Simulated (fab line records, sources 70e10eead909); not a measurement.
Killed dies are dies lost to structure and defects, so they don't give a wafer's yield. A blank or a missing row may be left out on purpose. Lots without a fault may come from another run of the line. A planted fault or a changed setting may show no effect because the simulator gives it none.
A struck lot beside a sound one | flow nand_harc | 15 steps out of a route of 1302
Sound: wafers L195.2, L195.3, L195.4. Struck: wafers L215.1, L215.3, L215.5. The cause comes at the end.
At each step with rows: each side's tool, then ch and its chambers, then its first start. Under that, the readings that differ: sound wafers | struck wafers | difference of the means | sigmas: that difference in standard deviations of wafers without a fault.
alike: readings whose means differ by less than 2 such deviations, and words and numbers that are the same on both sides. not compared: withheld readings, readings that some wafer has no value for, bounds like >300 that may hide the same value, and numbers for which the record gives no deviation and whose values overlap.
The two part at a step that has a row with sigmas, a row that says differs or no value, or rows on one side only. Numbers that don't overlap but have no deviation are shown without sigmas and don't part them. A reading that every wafer of one side lacks parts them only if that side has two wafers or more.

first, 1 step without rows for these wafers: NHARC_A_CHANNEL_HOLE_D1_ETCH_44 (etches the open film in CF4/O2, target depth 140 nm, overetch 14 nm, time 77 s).
NHARC_A_CHANNEL_HOLE_D1_STRIP_27: strips in O2.
  sound on rie_diel-11 ch 2,3; struck on rie_diel-11 ch 0,3
  alike: drypump_motor_current_A, oes_product_au, rf_vpp_V, showerhead_plenum_p_Torr, throttle_valve_pct
  not compared: rf_hours_counter_h
then, 2 steps without rows for these wafers: NHARC_A_CHANNEL_HOLE_D1_PRECLEAN_28 (cleans in SC1); NHARC_A_CHANNEL_HOLE_D1_SRD_29.
NHARC_A_CHANNEL_HOLE_D1_CD_MEAS_30:
  sound on cd_sem-01, day 8 22:43; struck on cd_sem-01, day 17 01:52
  alike: cd_nm
NHARC_A_CHANNEL_HOLE_D1_XSEM_31:
  sound on xsem-02 ch 0, day 8 22:49; struck on xsem-02 ch 0, day 17 01:57
  alike: bot_cd_nm, bow_nm, tilt_deg
NHARC_A_CHANNEL_HOLE_D1_INSPECT_40:
  sound on defect_inspect-02, day 8 22:55; struck on defect_inspect-02, day 17 02:03
  alike: raw_defect_count
then, 2 steps without rows for these wafers: NHARC_A_CHANNEL_FILL_D1_PRECLEAN_00 (cleans in SC1); NHARC_A_CHANNEL_FILL_D1_SRD_01.
NHARC_A_CHANNEL_FILL_D1_ALD_02: deposits SiO2, target thk 6 nm, pulse time 10 s, ald cycles 60.
  sound on ald_hk-01 ch 0,2,3, day 8 23:07; struck on ald_hk-03 ch 0,2,3, day 17 02:15
  alike: ald_cycles, heater_power_w, precursor_pulse_height_rel
then, 1 step without rows for these wafers: NHARC_A_CHANNEL_FILL_D1_ALD_03 (deposits SiNx, target thk 6 nm, pulse time 60 s, ald cycles 58).
NHARC_A_CHANNEL_FILL_D1_ALD_14: deposits SiO2, target thk 2.5 nm, pulse time 10 s, ald cycles 25.
  sound on ald_hk-01 ch 0,1,2, day 9 06:07; struck on ald_hk-01 ch 0,2,3, day 17 09:14
  alike: ald_cycles, heater_power_w, precursor_pulse_height_rel
NHARC_A_CHANNEL_FILL_D1_ALD_15: deposits SiNx, target thk 2 nm, pulse time 60 s, ald cycles 19.
  sound on ald_sin_batch-01 ch 0, day 9 09:14; struck on ald_sin_batch-02 ch 0, day 17 12:22
  reading    | sound    | struck   | difference | sigmas
  ald_cycles | 19 19 19 | 25 25 25 | +6         |
  alike: precursor_pulse_height_rel
NHARC_A_CHANNEL_FILL_D1_ALD_16: deposits SiO2, target thk 1.5 nm, pulse time 10 s, ald cycles 15.
  sound on ald_hk-01 ch 1,2,3, day 9 11:20; struck on ald_hk-01 ch 2,3, day 17 14:25
  alike: ald_cycles, heater_power_w, precursor_pulse_height_rel
then, 1 step without rows for these wafers: NHARC_END_SORT_01.

WHERE THEY PART
Nowhere in this record.

WHY: what the simulator had put in
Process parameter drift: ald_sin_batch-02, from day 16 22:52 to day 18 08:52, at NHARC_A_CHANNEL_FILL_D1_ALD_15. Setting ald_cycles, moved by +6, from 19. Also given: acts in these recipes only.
